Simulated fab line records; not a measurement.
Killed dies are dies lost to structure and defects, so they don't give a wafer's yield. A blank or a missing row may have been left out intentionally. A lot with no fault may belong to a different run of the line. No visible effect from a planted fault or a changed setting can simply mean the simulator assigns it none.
Matching of chambers || flow nand harc || NHARC_A_STAIRCASE_DEP_325 on pecvd-02 has 3 sister chambers
The step deposits SiO2, target thk 7200 nm. 14 wafers are shown with their chamber, then 7 later ones without.

WAFERS PAIRED WITH THEIR CHAMBERS
{"wafer": "L078.1", "chamber": 2, "rf fwd power W (W)": 501.6, "heater power w (W)": 613}
{"wafer": "L078.3", "chamber": 1, "rf fwd power W (W)": 497.6, "heater power w (W)": 715}
{"wafer": "L078.5", "chamber": 2, "rf fwd power W (W)": 499.0, "heater power w (W)": 554}
{"wafer": "L081.2", "chamber": 1, "rf fwd power W (W)": 500.4, "heater power w (W)": 630}
{"wafer": "L081.4", "chamber": 0, "rf fwd power W (W)": 498.5, "heater power w (W)": 542}
{"wafer": "L081.5", "chamber": 2, "rf fwd power W (W)": 500.1, "heater power w (W)": 546}
{"wafer": "L085.1", "chamber": 1, "rf fwd power W (W)": 499.5, "heater power w (W)": 691}
{"wafer": "L085.2", "chamber": 0, "rf fwd power W (W)": 497.3, "heater power w (W)": 691}
{"wafer": "L085.6", "chamber": 0, "rf fwd power W (W)": 498.0, "heater power w (W)": 543}
{"wafer": "L084.3", "chamber": 2, "rf fwd power W (W)": 498.3, "heater power w (W)": 638}
{"wafer": "L084.4", "chamber": 1, "rf fwd power W (W)": 499.6, "heater power w (W)": 598}
{"wafer": "L084.5", "chamber": 0, "rf fwd power W (W)": 499.4, "heater power w (W)": 550}
{"wafer": "L089.3", "chamber": 2, "rf fwd power W (W)": 499.2, "heater power w (W)": 673}
{"wafer": "L089.4", "chamber": 1, "rf fwd power W (W)": 501.0, "heater power w (W)": 588}

SIGNATURES (averages over the wafers above)
{"reading": "rf fwd power W", "chamber 0": 498.300, "chamber 1": 499.620, "chamber 2": 499.640, "scatter within a chamber": 1.18}
{"reading": "heater power w", "chamber 0": 581.50, "chamber 1": 644.40, "chamber 2": 604.80, "scatter within a chamber": 60.7}
Rule: a wafer's distance from a chamber is the root of the sum, over the readings, of the square of ((its reading less the chamber's mean) divided by the reading's scatter). The wafer belongs to the nearest chamber; if the next one is less than 2 further off, it can't be placed. How the scatter is found: for the shown wafers, subtract from each reading the mean of its chamber, square and add these, divide the total by (wafers less chambers), then take the root.

WAFERS WITHOUT THEIR CHAMBER
{"wafer": "L089.6", "rf fwd power W (W)": 500.3, "heater power w (W)": 537}
{"wafer": "L094.2", "rf fwd power W (W)": 499.5, "heater power w (W)": 736}
{"wafer": "L094.4", "rf fwd power W (W)": 501.0, "heater power w (W)": 562}
{"wafer": "L094.5", "rf fwd power W (W)": 496.3, "heater power w (W)": 540}
{"wafer": "L096.2", "rf fwd power W (W)": 499.3, "heater power w (W)": 686}
{"wafer": "L096.4", "rf fwd power W (W)": 498.5, "heater power w (W)": 533}
{"wafer": "L096.5", "rf fwd power W (W)": 501.3, "heater power w (W)": 572}

THE CHAMBER EACH PASSED THROUGH
{"wafer": "L089.6", "from the rows above": "can't be placed: 2 or 0 or 1", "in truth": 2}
{"wafer": "L094.2", "from the rows above": "can't be placed: 1 or 2 or 0", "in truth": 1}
{"wafer": "L094.4", "from the rows above": "can't be placed: 2 or 1 or 0", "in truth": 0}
{"wafer": "L094.5", "from the rows above": "can't be placed: 0 or 2 or 1", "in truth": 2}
{"wafer": "L096.2", "from the rows above": "can't be placed: 1 or 2 or 0", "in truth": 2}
{"wafer": "L096.4", "from the rows above": "can't be placed: 0 or 2 or 1", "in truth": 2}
{"wafer": "L096.5", "from the rows above": "can't be placed: 2 or 1 or 0", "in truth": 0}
Correctly placed: 0 of 7. Not placeable from these rows: 7 (in 7, the candidates include the true chamber). 0 placed wrongly.
